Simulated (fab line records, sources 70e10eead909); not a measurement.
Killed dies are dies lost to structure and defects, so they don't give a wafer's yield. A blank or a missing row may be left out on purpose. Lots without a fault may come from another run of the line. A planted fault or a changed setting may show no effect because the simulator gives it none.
Which tool did it? | flow nand_harc | 24 lots, 72 wafers sampled, at 6 steps of a route of 1302

WHAT THE GAUGES READ, wafer by wafer
The record holds no reading of a measuring or inspecting step that can be judged against a usual standard deviation.

WHICH TOOL RAN EACH LOT (tool, then ch and the chambers of the sampled wafers, then the start)
lot  | NHARC_A_M0_DESCUM_14               | NHARC_A_M0_DEGAS_28          | NHARC_A_M0_PVD_21                       | NHARC_A_M1_ETCH_35                 | NHARC_A_BONDPAD_CMP_29        | NHARC_A_BONDPAD_DESCUM_11
L074 | rie_diel-06 ch 0,1,2, day 23 04:19 | pvd_sputter-01, day 23 05:14 | pvd_sputter-01, day 23 08:26 or earlier | rie_diel-08 ch 0,1,2, day 23 08:26 | cmp-01 ch 0,2,3, day 23 12:02 | rie_diel-09 ch 0,1,2, day 23 12:57
L075 | rie_diel-06 ch 0,1,2, day 23 05:07 | pvd_sputter-01, day 23 06:04 | pvd_sputter-01, day 23 09:16 or earlier | rie_diel-08 ch 0,3, day 23 09:16   | cmp-01 ch 0,2, day 23 12:54   | rie_diel-09 ch 0,2, day 23 13:56
L076 | rie_diel-01 ch 0,1,2, day 23 10:46 | pvd_sputter-01, day 23 11:41 | pvd_sputter-01, day 23 14:47 or earlier | rie_diel-08 ch 1,2, day 23 14:47   | cmp-04 ch 0,2,3, day 23 18:23 | rie_diel-09 ch 0,2, day 23 19:19
L077 | rie_diel-06 ch 1,3, day 24 11:20   | pvd_sputter-03, day 24 12:15 | pvd_sputter-03, day 24 15:29 or earlier | rie_diel-11 ch 1,2, day 24 15:29   | cmp-01 ch 0,1,3, day 24 19:07 | rie_diel-05 ch 0,1,3, day 24 19:58
L079 | rie_diel-06 ch 0,1,2, day 24 22:18 | pvd_sputter-03, day 24 23:13 | pvd_sputter-03, day 25 02:26 or earlier | rie_diel-11 ch 0,1,3, day 25 02:26 | cmp-01 ch 0,1,2, day 25 06:07 | rie_diel-05 ch 0,2,3, day 25 07:08
L078 | rie_diel-06 ch 2,3, day 25 12:28   | pvd_sputter-03, day 25 13:23 | pvd_sputter-03, day 25 16:38 or earlier | rie_diel-11 ch 0,1,3, day 25 16:38 | cmp-04 ch 0,1,2, day 25 20:40 | rie_diel-09 ch 1,2,3, day 25 21:40
L081 | rie_diel-01 ch 0,3, day 25 18:02   | pvd_sputter-02, day 25 18:56 | pvd_sputter-02, day 25 22:13 or earlier | rie_diel-11 ch 1,3, day 25 22:13   | cmp-01 ch 1,2,3, day 26 01:50 | rie_diel-09 ch 0,1,3, day 26 02:48
L082 | rie_diel-01 ch 1,2,3, day 26 05:01 | pvd_sputter-03, day 26 05:55 | pvd_sputter-03, day 26 09:10 or earlier | rie_diel-11 ch 0,2,3, day 26 09:10 | cmp-02 ch 1,2,3, day 26 13:07 | rie_diel-09 ch 0,1,3, day 26 14:10
L080 | rie_diel-01 ch 0,1,2, day 26 08:15 | pvd_sputter-01, day 26 09:11 | pvd_sputter-01, day 26 12:16 or earlier | rie_diel-08 ch 0,3, day 26 12:16   | cmp-01 ch 0,3, day 26 15:53   | rie_diel-09 ch 1,2, day 26 16:55
L083 | rie_diel-01 ch 1,2,3, day 26 09:26 | pvd_sputter-02, day 26 10:20 | pvd_sputter-02, day 26 13:48 or earlier | rie_diel-03 ch 0,2, day 26 13:48   | cmp-04 ch 1,2,3, day 26 17:51 | rie_diel-09 ch 0,1, day 26 18:52
L084 | rie_diel-06 ch 2,3, day 26 15:08   | pvd_sputter-01, day 26 16:05 | pvd_sputter-01, day 26 19:28 or earlier | rie_diel-03 ch 0,1, day 26 19:28   | cmp-02 ch 2,3, day 26 23:16   | rie_diel-09 ch 2,3, day 27 00:10
L085 | rie_diel-06 ch 1,2, day 27 13:20   | pvd_sputter-03, day 27 14:16 | pvd_sputter-03, day 27 17:22 or earlier | rie_diel-11 ch 0,1,3, day 27 17:22 | cmp-01 ch 1,2,3, day 27 21:08 | rie_diel-05 ch 0,1,3, day 27 22:10
L086 | rie_diel-01 ch 0,1,3, day 27 19:02 | pvd_sputter-01, day 27 19:57 | pvd_sputter-01, day 27 23:12 or earlier | rie_diel-03 ch 0,1,3, day 27 23:12 | cmp-02 ch 0,1, day 28 02:49   | rie_diel-09 ch 1,2, day 28 03:43
L087 | rie_diel-06 ch 0,1,3, day 27 21:26 | pvd_sputter-01, day 27 22:21 | pvd_sputter-01, day 28 01:46 or earlier | rie_diel-08 ch 0,2, day 28 01:46   | cmp-01 ch 0,1,3, day 28 05:23 | rie_diel-09 ch 0,2,3, day 28 06:17
L088 | rie_diel-10 ch 0,2,3, day 29 02:24 | pvd_sputter-03, day 29 03:19 | pvd_sputter-03, day 29 06:25 or earlier | rie_diel-11 ch 0,1,2, day 29 06:25 | cmp-01 ch 0,3, day 29 10:20   | rie_diel-09 ch 0,2, day 29 11:15
L089 | rie_diel-10 ch 1,2,3, day 29 04:07 | pvd_sputter-03, day 29 05:01 | pvd_sputter-03, day 29 08:19 or earlier | rie_diel-11 ch 1,2,3, day 29 08:19 | cmp-04 ch 2,3, day 29 12:14   | rie_diel-09 ch 1,2,3, day 29 13:07
L090 | rie_diel-06 ch 1,2, day 29 21:40   | pvd_sputter-02, day 29 22:34 | pvd_sputter-02, day 30 01:46 or earlier | rie_diel-11 ch 2,3, day 30 01:46   | cmp-01 ch 0,3, day 30 05:21   | rie_diel-09 ch 1,3, day 30 06:16
L091 | rie_diel-01 ch 0,1, day 29 22:44   | pvd_sputter-02, day 29 23:39 | pvd_sputter-02, day 30 02:47 or earlier | rie_diel-11 ch 0,2,3, day 30 02:47 | cmp-01 ch 1,3, day 30 06:23   | rie_diel-09 ch 0,2, day 30 07:17
L092 | rie_diel-06 ch 1,2, day 30 02:44   | pvd_sputter-03, day 30 03:41 | pvd_sputter-03, day 30 06:55 or earlier | rie_diel-03 ch 0,1,3, day 30 06:55 | cmp-02 ch 0,1,2, day 30 10:38 | rie_diel-05 ch 1,2, day 30 11:39
L093 | rie_diel-01 ch 0,1,2, day 30 19:04 | pvd_sputter-02, day 30 19:59 | pvd_sputter-02, day 30 23:12 or earlier | rie_diel-03 ch 0,1, day 30 23:12   | cmp-02 ch 0,1,2, day 31 02:49 | rie_diel-05 ch 1,2, day 31 03:50
L096 | rie_diel-10 ch 0,1,2, day 31 01:50 | pvd_sputter-02, day 31 02:46 | pvd_sputter-02, day 31 06:10 or earlier | rie_diel-03 ch 0,2, day 31 06:10   | cmp-01 ch 0,1,2, day 31 09:50 | rie_diel-05 ch 1, day 31 10:49
L094 | rie_diel-06 ch 0,2,3, day 31 02:08 | pvd_sputter-01, day 31 03:05 | pvd_sputter-01, day 31 06:26 or earlier | rie_diel-11 ch 0,1,3, day 31 06:26 | cmp-02 ch 1,2,3, day 31 10:14 | rie_diel-09 ch 1,2,3, day 31 11:16
L095 | rie_diel-06 ch 1,2, day 31 07:32   | pvd_sputter-02, day 31 08:29 | pvd_sputter-02, day 31 11:52 or earlier | rie_diel-08 ch 2,3, day 31 11:52   | cmp-01 ch 0,3, day 31 15:26   | rie_diel-05 ch 0,1, day 31 16:29
L097 | rie_diel-10 ch 0,1,3, day 32 19:14 | pvd_sputter-02, day 32 20:12 | pvd_sputter-02, day 32 23:28 or earlier | rie_diel-11 ch 0,2, day 32 23:28   | cmp-04 ch 0,1, day 33 03:05   | rie_diel-05 ch 0,1,2, day 33 04:07
- NHARC_A_M0_DESCUM_14: chemistry O2, time 3 s.
- NHARC_A_M0_DEGAS_28: time 60 s.
- NHARC_A_M0_PVD_21: deposits Cu, target thk 30 nm, time 20.49 s.
- NHARC_A_M1_ETCH_35: etches the open film in N2/H2, target depth 40 nm, overetch 12 nm, time 43.94 s.
- NHARC_A_BONDPAD_CMP_29: polishes SiCN, target thk 200 nm.
- NHARC_A_BONDPAD_DESCUM_11: chemistry O2, time 3 s.

WHAT THE TOOLS THEMSELVES READ (means of the sampled wafers that have a number; where no wafer has one, the mark that the record gives instead)
NHARC_A_M0_DESCUM_14. Usual: drypump_motor_current_A 5.7 A, standard deviation 0.41; oes_product_au 0.998 a.u., standard deviation 0.011; rf_vpp_V 57.9 V, standard deviation 0.87; showerhead_plenum_p_Torr 1.90 Torr, standard deviation 0.075; throttle_valve_pct 11.310 %, standard deviation 0.0098.
lot  | tool        | drypump_motor_current_A (A) | oes_product_au (a.u.) | rf_vpp_V (V) | showerhead_plenum_p_Torr (Torr) | throttle_valve_pct (%) | flag
L074 | rie_diel-06 | 6.1                         | 1.005                 | 58.4         | 1.92                            | 11.316                 |
L075 | rie_diel-06 | 6.1                         | 0.990                 | 58.4         | 1.92                            | 11.305                 |
L076 | rie_diel-01 | 5.5                         | 1.007                 | 58.1         | 1.90                            | 11.313                 |
L077 | rie_diel-06 | 5.7                         | 0.998                 | 58.5         | 1.95                            | 11.309                 |
L079 | rie_diel-06 | 6.0                         | 0.993                 | 58.7         | 1.92                            | 11.301                 |
L078 | rie_diel-06 | 5.6                         | 1.006                 | 57.7         | 1.86                            | 11.308                 |
L081 | rie_diel-01 | 5.0                         | 0.997                 | 57.4         | 1.85                            | 11.303                 |
L082 | rie_diel-01 | 5.5                         | 0.993                 | 58.3         | 1.89                            | 11.309                 |
L080 | rie_diel-01 | 5.5                         | 0.992                 | 57.7         | 1.90                            | 11.314                 |
L083 | rie_diel-01 | 5.5                         | 0.994                 | 57.0         | 1.89                            | 11.304                 |
L084 | rie_diel-06 | 5.9                         | 0.988                 | 56.5         | 1.82                            | 11.292                 |
L085 | rie_diel-06 | 6.0                         | 0.990                 | 57.7         | 1.92                            | 11.312                 |
L086 | rie_diel-01 | 5.2                         | 0.998                 | 57.5         | 1.89                            | 11.318                 |
L087 | rie_diel-06 | 5.8                         | 0.992                 | 58.8         | 1.95                            | 11.315                 |
L088 | rie_diel-10 | 5.8                         | 1.002                 | 58.4         | 1.95                            | 11.313                 |
L089 | rie_diel-10 | 5.6                         | 1.012                 | 58.3         | 1.90                            | 11.312                 |
L090 | rie_diel-06 | 6.1                         | 0.998                 | 58.1         | 1.85                            | 11.318                 |
L091 | rie_diel-01 | 5.1                         | 1.013                 | 56.8         | 1.89                            | 11.315                 |
L092 | rie_diel-06 | 6.0                         | 1.000                 | 57.6         | 1.85                            | 11.314                 |
L093 | rie_diel-01 | 5.5                         | 0.997                 | 57.6         | 1.89                            | 11.314                 |
L096 | rie_diel-10 | 5.7                         | 1.003                 | 58.2         | 1.96                            | 11.301                 |
L094 | rie_diel-06 | 5.8                         | 0.995                 | 57.7         | 1.89                            | 11.304                 |
L095 | rie_diel-06 | 6.0                         | 0.999                 | 58.3         | 1.85                            | 11.313                 |
L097 | rie_diel-10 | 5.7                         | 0.998                 | 57.3         | 1.93                            | 11.304                 |

NHARC_A_M0_DEGAS_28. Usual: heater_power_w 318 W, standard deviation 32.
lot  | tool           | heater_power_w (W) | flag
L074 | pvd_sputter-01 | 307                |
L075 | pvd_sputter-01 | 317                |
L076 | pvd_sputter-01 | 322                |
L077 | pvd_sputter-03 | 326                |
L079 | pvd_sputter-03 | 336                |
L078 | pvd_sputter-03 | 326                |
L081 | pvd_sputter-02 | 318                |
L082 | pvd_sputter-03 | 301                |
L080 | pvd_sputter-01 | 320                |
L083 | pvd_sputter-02 | 331                |
L084 | pvd_sputter-01 | 329                |
L085 | pvd_sputter-03 | 341                |
L086 | pvd_sputter-01 | 294                |
L087 | pvd_sputter-01 | 317                |
L088 | pvd_sputter-03 | 358                |
L089 | pvd_sputter-03 | 324                |
L090 | pvd_sputter-02 | 335                |
L091 | pvd_sputter-02 | 298                |
L092 | pvd_sputter-03 | 281                |
L093 | pvd_sputter-02 | 327                |
L096 | pvd_sputter-02 | 304                |
L094 | pvd_sputter-01 | 305                |
L095 | pvd_sputter-02 | 322                |
L097 | pvd_sputter-02 | 305                |

NHARC_A_M0_PVD_21. Usual: throttle_valve_pct 30.0 %, standard deviation 0.88.
lot  | tool           | throttle_valve_pct (%) | flag
L074 | pvd_sputter-01 | 30.3                   |
L075 | pvd_sputter-01 | 29.9                   |
L076 | pvd_sputter-01 | 30.4                   |
L077 | pvd_sputter-03 | 29.5                   |
L079 | pvd_sputter-03 | 29.4                   |
L078 | pvd_sputter-03 | 29.8                   |
L081 | pvd_sputter-02 | 28.6                   |
L082 | pvd_sputter-03 | 29.3                   |
L080 | pvd_sputter-01 | 30.0                   |
L083 | pvd_sputter-02 | 28.7                   |
L084 | pvd_sputter-01 | 29.9                   |
L085 | pvd_sputter-03 | 29.4                   |
L086 | pvd_sputter-01 | 30.2                   |
L087 | pvd_sputter-01 | 30.1                   |
L088 | pvd_sputter-03 | 29.3                   |
L089 | pvd_sputter-03 | 29.7                   |
L090 | pvd_sputter-02 | 30.4                   |
L091 | pvd_sputter-02 | 30.1                   |
L092 | pvd_sputter-03 | 29.3                   |
L093 | pvd_sputter-02 | 30.1                   |
L096 | pvd_sputter-02 | 30.6                   |
L094 | pvd_sputter-01 | 30.5                   |
L095 | pvd_sputter-02 | 29.9                   |
L097 | pvd_sputter-02 | 30.1                   |

NHARC_A_M1_ETCH_35. Usual: drypump_motor_current_A 5.7 A, standard deviation 0.46; h2_flow_sccm 150.0 sccm, standard deviation 0.46; n2_flow_sccm 150.0 sccm, standard deviation 0.44; oes_product_au 1.002 a.u., standard deviation 0.009; rf_fwd_power_W 395.5 W, standard deviation 1.9; rf_vpp_V 431.1 V, standard deviation 2.5; showerhead_plenum_p_Torr 2.06 Torr, standard deviation 0.088; throttle_valve_pct 14.171 %, standard deviation 0.0086.
lot  | tool        | drypump_motor_current_A (A) | h2_flow_sccm (sccm) | n2_flow_sccm (sccm) | oes_product_au (a.u.) | rf_fwd_power_W (W) | rf_vpp_V (V) | showerhead_plenum_p_Torr (Torr) | throttle_valve_pct (%) | flag
L074 | rie_diel-08 | 6.0                         | 149.9               | 150.1               | 1.002                 | 395.9              | 431.0        | 2.08                            | 14.171                 |
L075 | rie_diel-08 | 5.3                         | 150.0               | 150.1               | 0.990                 | 393.5              | 430.5        | 2.01                            | 14.179                 |
L076 | rie_diel-08 | 6.2                         | 150.1               | 150.0               | 1.002                 | 396.3              | 431.8        | 2.10                            | 14.172                 |
L077 | rie_diel-11 | 5.5                         | 150.1               | 149.5               | 1.007                 | 396.2              | 434.5        | 2.17                            | 14.169                 |
L079 | rie_diel-11 | 5.9                         | 150.3               | 150.2               | 1.003                 | 395.2              | 431.1        | 2.04                            | 14.173                 |
L078 | rie_diel-11 | 5.9                         | 149.7               | 150.1               | 1.004                 | 395.4              | 431.3        | 2.04                            | 14.171                 |
L081 | rie_diel-11 | 6.1                         | 150.3               | 149.9               | 1.008                 | 397.4              | 431.2        | 2.07                            | 14.170                 |
L082 | rie_diel-11 | 5.5                         | 150.1               | 150.3               | 0.996                 | 395.5              | 430.4        | 2.06                            | 14.181                 |
L080 | rie_diel-08 | 5.5                         | 150.5               | 149.7               | 0.994                 | 393.7              | 431.0        | 2.07                            | 14.170                 |
L083 | rie_diel-03 | 5.1                         | 150.8               | 149.4               | 1.007                 | 393.1              | 431.4        | 2.09                            | 14.168                 |
L084 | rie_diel-03 | 5.6                         | 149.7               | 150.0               | 1.002                 | 396.5              | 432.5        | 2.10                            | 14.173                 |
L085 | rie_diel-11 | 5.9                         | 150.0               | 150.0               | 1.002                 | 395.2              | 430.7        | 2.04                            | 14.170                 |
L086 | rie_diel-03 | 5.9                         | 150.4               | 149.9               | 1.011                 | 396.4              | 430.9        | 2.04                            | 14.173                 |
L087 | rie_diel-08 | 5.9                         | 150.2               | 150.0               | 1.006                 | 398.0              | 433.4        | 2.14                            | 14.169                 |
L088 | rie_diel-11 | 5.7                         | 149.8               | 150.3               | 0.995                 | 397.0              | 431.6        | 2.11                            | 14.177                 |
L089 | rie_diel-11 | 5.7                         | 149.9               | 150.2               | 1.011                 | 396.3              | 432.5        | 2.10                            | 14.170                 |
L090 | rie_diel-11 | 5.3                         | 150.2               | 150.0               | 1.000                 | 395.2              | 433.1        | 2.12                            | 14.178                 |
L091 | rie_diel-11 | 5.5                         | 149.4               | 149.6               | 0.992                 | 395.5              | 430.7        | 2.06                            | 14.167                 |
L092 | rie_diel-03 | 5.9                         | 149.9               | 150.2               | 1.001                 | 394.8              | 429.9        | 2.03                            | 14.173                 |
L093 | rie_diel-03 | 5.6                         | 149.7               | 150.2               | 0.998                 | 396.6              | 431.5        | 2.10                            | 14.178                 |
L096 | rie_diel-03 | 5.2                         | 150.4               | 150.2               | 0.995                 | 394.4              | 431.2        | 2.10                            | 14.169                 |
L094 | rie_diel-11 | 5.9                         | 150.2               | 150.0               | 1.013                 | 395.3              | 430.6        | 2.04                            | 14.171                 |
L095 | rie_diel-08 | 5.4                         | 150.1               | 149.9               | 1.013                 | 393.6              | 430.1        | 2.01                            | 14.169                 |
L097 | rie_diel-11 | 5.4                         | 150.4               | 149.7               | 0.993                 | 395.0              | 431.3        | 2.07                            | 14.161                 |

NHARC_A_BONDPAD_CMP_29. Usual: motor_current_A 12.2 A, standard deviation 1.3.
lot  | tool   | motor_current_A (A) | flag
L074 | cmp-01 | 11.7                |
L075 | cmp-01 | 11.1                |
L076 | cmp-04 | 11.7                |
L077 | cmp-01 | 12.6                |
L079 | cmp-01 | 12.6                |
L078 | cmp-04 | 11.5                |
L081 | cmp-01 | 12.2                |
L082 | cmp-02 | 12.0                |
L080 | cmp-01 | 12.2                |
L083 | cmp-04 | 12.4                |
L084 | cmp-02 | 11.5                |
L085 | cmp-01 | 12.6                |
L086 | cmp-02 | 13.5                |
L087 | cmp-01 | 13.1                |
L088 | cmp-01 | 12.0                |
L089 | cmp-04 | 12.1                |
L090 | cmp-01 | 12.0                |
L091 | cmp-01 | 13.8                |
L092 | cmp-02 | 11.8                |
L093 | cmp-02 | 12.3                |
L096 | cmp-01 | 12.7                |
L094 | cmp-02 | 12.6                |
L095 | cmp-01 | 11.8                |
L097 | cmp-04 | 11.7                |

NHARC_A_BONDPAD_DESCUM_11. Usual: drypump_motor_current_A 5.98 A, standard deviation 0.21; oes_product_au 0.995 a.u., standard deviation 0.013; rf_vpp_V 57.7 V, standard deviation 0.88; showerhead_plenum_p_Torr 1.89 Torr, standard deviation 0.061; throttle_valve_pct 11.310 %, standard deviation 0.0086.
lot  | tool        | drypump_motor_current_A (A) | oes_product_au (a.u.) | rf_vpp_V (V) | showerhead_plenum_p_Torr (Torr) | throttle_valve_pct (%) | flag
L074 | rie_diel-09 | 5.93                        | 1.005                 | 57.7         | 1.88                            | 11.314                 |
L075 | rie_diel-09 | 5.77                        | 1.002                 | 56.7         | 1.88                            | 11.306                 |
L076 | rie_diel-09 | 5.78                        | 1.004                 | 56.9         | 1.88                            | 11.312                 |
L077 | rie_diel-05 | 5.98                        | 1.000                 | 57.2         | 1.91                            | 11.307                 |
L079 | rie_diel-05 | 5.86                        | 1.002                 | 58.2         | 1.86                            | 11.304                 |
L078 | rie_diel-09 | 6.09                        | 1.000                 | 58.0         | 1.86                            | 11.304                 |
L081 | rie_diel-09 | 6.03                        | 0.999                 | 57.5         | 1.88                            | 11.317                 |
L082 | rie_diel-09 | 6.06                        | 0.995                 | 58.0         | 1.88                            | 11.305                 |
L080 | rie_diel-09 | 6.09                        | 1.009                 | 56.4         | 1.85                            | 11.308                 |
L083 | rie_diel-09 | 5.93                        | 0.992                 | 57.5         | 1.90                            | 11.308                 |
L084 | rie_diel-09 | 5.91                        | 0.996                 | 57.5         | 1.85                            | 11.319                 |
L085 | rie_diel-05 | 5.96                        | 0.981                 | 56.8         | 1.90                            | 11.303                 |
L086 | rie_diel-09 | 5.95                        | 1.006                 | 57.1         | 1.84                            | 11.307                 |
L087 | rie_diel-09 | 5.91                        | 0.991                 | 56.8         | 1.88                            | 11.312                 |
L088 | rie_diel-09 | 5.78                        | 0.997                 | 58.2         | 1.87                            | 11.309                 |
L089 | rie_diel-09 | 6.08                        | 1.004                 | 57.8         | 1.85                            | 11.308                 |
L090 | rie_diel-09 | 6.24                        | 1.001                 | 57.8         | 1.86                            | 11.312                 |
L091 | rie_diel-09 | 5.76                        | 0.990                 | 57.6         | 1.90                            | 11.303                 |
L092 | rie_diel-05 | 6.07                        | 0.979                 | 57.8         | 1.94                            | 11.312                 |
L093 | rie_diel-05 | 6.07                        | 0.979                 | 58.0         | 1.94                            | 11.309                 |
L096 | rie_diel-05 | 6.19                        | 0.973                 | 58.6         | 1.99                            | 11.304                 |
L094 | rie_diel-09 | 6.11                        | 1.001                 | 57.8         | 1.85                            | 11.316                 |
L095 | rie_diel-05 | 6.07                        | 0.983                 | 57.6         | 1.84                            | 11.303                 |
L097 | rie_diel-05 | 6.00                        | 0.992                 | 58.6         | 1.97                            | 11.311                 |

THE ANSWER, worked out from the rows above alone
Rule: a lot is off if the mean of its wafers that have a number lies more than 3 standard deviations from the usual mean. A lot without any number at a reading at which 4 lots or more have one is off too. The other lots that the step has rows for count as sound. The gauges are gone through in route order, then the tools' own readings, and for those a lot's mean is taken as printed above. The first step at which some lot is off is used, and at that step the reading that is off furthest; a lot without a number counts as furthest.
No lot is off at any reading shown: from this, nothing can be told.

WHAT THE SIMULATOR HAD PUT IN
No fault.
